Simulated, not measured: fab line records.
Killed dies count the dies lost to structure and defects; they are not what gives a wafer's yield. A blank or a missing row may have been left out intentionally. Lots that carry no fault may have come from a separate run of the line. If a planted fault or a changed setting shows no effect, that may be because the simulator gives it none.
Split-lot trial / flow n5 finfet / 21 wafers read from 7 lots, route of 1938 steps

== THE SPLIT ITSELF ==
At N5_DUMMY_GATE_DESCUM_20 (chemistry O2, time 6.2 s), the setting time s was moved away from the recipe's 6.2 s on 5 of the 21 wafers read, by -15.9% to +21.8%. The other wafers ran this setting at the recipe's value.

The reading is taken at the split's own step.

== THE READING ==
CAR-EUV_of_DUMMY_GATE_COAT_09.thk nm (the simulator's own value, which no gauge read), in nm, at N5_DUMMY_GATE_DESCUM_20 (chemistry O2, time 6.2 s). The file gives no usual value for it. The 16 wafers here that ran the recipe average 26.5 nm, standard deviation 0.097 nm.

wafer=L080.2; tool, chamber at the split=rie diel-03, 0,1; time s as run, s=6.2; against the recipe=recipe; CAR-EUV_of_DUMMY_GATE_COAT_09.thk nm, nm=26.4; against lot-mates on the recipe=-
wafer=L080.3; tool, chamber at the split=rie diel-03, 0,1; time s as run, s=6.2; against the recipe=recipe; CAR-EUV_of_DUMMY_GATE_COAT_09.thk nm, nm=26.4; against lot-mates on the recipe=-
wafer=L080.4; tool, chamber at the split=rie diel-03, 3; time s as run, s=5.312; against the recipe=-14.3%; CAR-EUV_of_DUMMY_GATE_COAT_09.thk nm, nm=26.8; against lot-mates on the recipe=+0.4
wafer=L084.1; tool, chamber at the split=rie diel-04, 2,1,0; time s as run, s=6.2; against the recipe=recipe; CAR-EUV_of_DUMMY_GATE_COAT_09.thk nm, nm=26.6; against lot-mates on the recipe=-
wafer=L084.3; tool, chamber at the split=rie diel-04, 2,1,0; time s as run, s=6.2; against the recipe=recipe; CAR-EUV_of_DUMMY_GATE_COAT_09.thk nm, nm=26.6; against lot-mates on the recipe=-
wafer=L084.4; tool, chamber at the split=rie diel-04, 2,1,0; time s as run, s=6.2; against the recipe=recipe; CAR-EUV_of_DUMMY_GATE_COAT_09.thk nm, nm=26.6; against lot-mates on the recipe=-
wafer=L091.2; tool, chamber at the split=rie diel-03, 1,3; time s as run, s=6.2; against the recipe=recipe; CAR-EUV_of_DUMMY_GATE_COAT_09.thk nm, nm=26.4; against lot-mates on the recipe=-
wafer=L091.6; tool, chamber at the split=rie diel-03, 1,3; time s as run, s=6.2; against the recipe=recipe; CAR-EUV_of_DUMMY_GATE_COAT_09.thk nm, nm=26.4; against lot-mates on the recipe=-
wafer=L091.4; tool, chamber at the split=rie diel-03, 0; time s as run, s=7.549; against the recipe=+21.8%; CAR-EUV_of_DUMMY_GATE_COAT_09.thk nm, nm=26; against lot-mates on the recipe=-0.4
wafer=L093.1; tool, chamber at the split=rie diel-02, 2,3; time s as run, s=6.2; against the recipe=recipe; CAR-EUV_of_DUMMY_GATE_COAT_09.thk nm, nm=26.4; against lot-mates on the recipe=-
wafer=L093.3; tool, chamber at the split=rie diel-02, 2,3; time s as run, s=6.2; against the recipe=recipe; CAR-EUV_of_DUMMY_GATE_COAT_09.thk nm, nm=26.4; against lot-mates on the recipe=-
wafer=L093.5; tool, chamber at the split=rie diel-02, 3; time s as run, s=5.215; against the recipe=-15.9%; CAR-EUV_of_DUMMY_GATE_COAT_09.thk nm, nm=26.8; against lot-mates on the recipe=+0.4
wafer=L095.1; tool, chamber at the split=rie diel-02, 3,2,3; time s as run, s=6.2; against the recipe=recipe; CAR-EUV_of_DUMMY_GATE_COAT_09.thk nm, nm=26.6; against lot-mates on the recipe=-
wafer=L095.3; tool, chamber at the split=rie diel-02, 3,2,3; time s as run, s=6.2; against the recipe=recipe; CAR-EUV_of_DUMMY_GATE_COAT_09.thk nm, nm=26.6; against lot-mates on the recipe=-
wafer=L095.6; tool, chamber at the split=rie diel-02, 3,2,3; time s as run, s=6.2; against the recipe=recipe; CAR-EUV_of_DUMMY_GATE_COAT_09.thk nm, nm=26.6; against lot-mates on the recipe=-
wafer=L096.1; tool, chamber at the split=rie diel-04, 2; time s as run, s=5.217; against the recipe=-15.9%; CAR-EUV_of_DUMMY_GATE_COAT_09.thk nm, nm=26.8; against lot-mates on the recipe=+0.4
wafer=L096.2; tool, chamber at the split=rie diel-04, 0; time s as run, s=5.217; against the recipe=-15.9%; CAR-EUV_of_DUMMY_GATE_COAT_09.thk nm, nm=27; against lot-mates on the recipe=+0.6
wafer=L096.4; tool, chamber at the split=rie diel-04, 0; time s as run, s=6.2; against the recipe=recipe; CAR-EUV_of_DUMMY_GATE_COAT_09.thk nm, nm=26.4; against lot-mates on the recipe=-
wafer=L097.1; tool, chamber at the split=rie diel-02, 0,1,3; time s as run, s=6.2; against the recipe=recipe; CAR-EUV_of_DUMMY_GATE_COAT_09.thk nm, nm=26.4; against lot-mates on the recipe=-
wafer=L097.2; tool, chamber at the split=rie diel-02, 0,1,3; time s as run, s=6.2; against the recipe=recipe; CAR-EUV_of_DUMMY_GATE_COAT_09.thk nm, nm=26.4; against lot-mates on the recipe=-
wafer=L097.3; tool, chamber at the split=rie diel-02, 0,1,3; time s as run, s=6.2; against the recipe=recipe; CAR-EUV_of_DUMMY_GATE_COAT_09.thk nm, nm=26.4; against lot-mates on the recipe=-
The file does not say which wafer passed through which chamber wherever a row lists several chambers: such a row stands for several wafers.

FIT RESULTS
A straight line over all 21 wafers: CAR-EUV_of_DUMMY_GATE_COAT_09.thk nm changes by -0.0233 nm for each +1% of time s; r = -0.90; the points scatter about the line by 0.097 nm.
The same after taking each lot's own level away (the mean of its wafers on the recipe; 21 wafers): -0.025 nm for each +1%; r = -0.97; scatter 0.055 nm.
According to that fit, moving time s by its largest amount changes the reading by 0.54 nm.
From 26.40 to 26.60 nm: that is the span of the lots' own levels, equal to 2.1 times the standard deviation above.
Hence the lot-to-lot level has little effect on the slope; both slopes agree.
Check: with one of the wafers moved furthest among these (+21.8%) left out of the fit, the line predicts -0.633 nm for it against its lot-mates. It came out at -0.4 nm against them.

== THESE WAFERS: OTHER SPLITS ==
Other splits were also applied to these wafers ahead of the reading. Each is held against what the fit with the lots' levels taken away leaves over:
other split on the same wafers=N5_ZERO_LAYER_PECVD_02 time s; wafers away from the commonest value=6; r with CAR-EUV_of_DUMMY_GATE_COAT_09.thk nm (lot level and that fit taken away)=-0.13
other split on the same wafers=N5_WELL_APT_PEB_06 peb temp c; wafers away from the commonest value=9; r with CAR-EUV_of_DUMMY_GATE_COAT_09.thk nm (lot level and that fit taken away)=+0.07
other split on the same wafers=N5_WELL_APT_DEVELOP_07 develop time s; wafers away from the commonest value=6; r with CAR-EUV_of_DUMMY_GATE_COAT_09.thk nm (lot level and that fit taken away)=+0.03
other split on the same wafers=N5_FIN_SAQP_SPACER1_ALD_24 temp c; wafers away from the commonest value=8; r with CAR-EUV_of_DUMMY_GATE_COAT_09.thk nm (lot level and that fit taken away)=-0.13
other split on the same wafers=N5_FIN_CUT_COAT_18 spin rpm; wafers away from the commonest value=7; r with CAR-EUV_of_DUMMY_GATE_COAT_09.thk nm (lot level and that fit taken away)=+0.09
other split on the same wafers=N5_FIN_CUT_COAT_19 time s; wafers away from the commonest value=6; r with CAR-EUV_of_DUMMY_GATE_COAT_09.thk nm (lot level and that fit taken away)=+0.09

== FILE'S OWN FIT ==
CAR-EUV_of_DUMMY_GATE_COAT_09.thk nm changes by -0.0243 nm for each +1% of time s, r = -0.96.
